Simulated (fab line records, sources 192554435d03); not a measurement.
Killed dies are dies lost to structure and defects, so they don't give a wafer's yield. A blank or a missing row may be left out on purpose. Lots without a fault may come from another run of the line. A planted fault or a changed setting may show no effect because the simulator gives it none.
Chamber matching | flow n5_finfet | N5_FIN_SAQP_SPACER1_ALD_24 on ald_sin-03: 4 sister chambers
The step deposits SiO2, target thk 20.3 nm, pulse time 1 s, purge time 2 s. 8 wafers are shown with their chamber, then 10 later ones without.

WAFERS WITH THEIR CHAMBER
wafer  | chamber | heater_power_outer_w (W) | heater_power_w (W)
L082.6 | 0       | 216                      | 421
L083.2 | 2       | 244                      | 433
L083.3 | 3       | 280                      | 505
L084.1 | 2       | 242                      | 425
L084.4 | 1       | 293                      | 476
L084.5 | 1       | 288                      | 488
L090.3 | 0       | 217                      | 424
L090.4 | 3       | 267                      | 480

WAFERS WITHOUT THEIR CHAMBER
wafer  | heater_power_outer_w (W) | heater_power_w (W)
L090.5 | 260                      | 464
L096.2 | 260                      | 460
L096.3 | 270                      | 478
L096.6 | 267                      | 445
L097.1 | 222                      | 431
L097.2 | 266                      | 483
L097.3 | 293                      | 495
L097.4 | 263                      | 455
L097.5 | 275                      | 487
L097.6 | 221                      | 427

WHICH CHAMBER EACH WENT THROUGH
wafer  | from the rows above          | in truth
L090.5 | can't be placed: 3 or 2      | 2
L096.2 | can't be placed: 3 or 2      | 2
L096.3 | 3                            | 3
L096.6 | can't be placed: 3 or 2 or 1 | 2
L097.1 | 0                            | 0
L097.2 | 3                            | 3
L097.3 | 1                            | 1
L097.4 | can't be placed: 3 or 2 or 1 | 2
L097.5 | 3                            | 3
L097.6 | 0                            | 0
Placed correctly: 6 of 10. Can't be placed from these rows: 4 (the true chamber is among the candidates in 4). Placed wrongly: 0.
How it was worked out, from the rows above alone: a wafer's distance from a chamber is the root of the sum, over the readings, of the square of ((its reading less the chamber's mean) divided by the reading's scatter). The wafer belongs to the nearest chamber; if the next one is less than 2 further off, it can't be placed. A chamber's mean is the mean of its shown wafers. The scatter: the root of (the sum of the squares of (reading less its chamber's mean) over the shown wafers, divided by (wafers less chambers)).
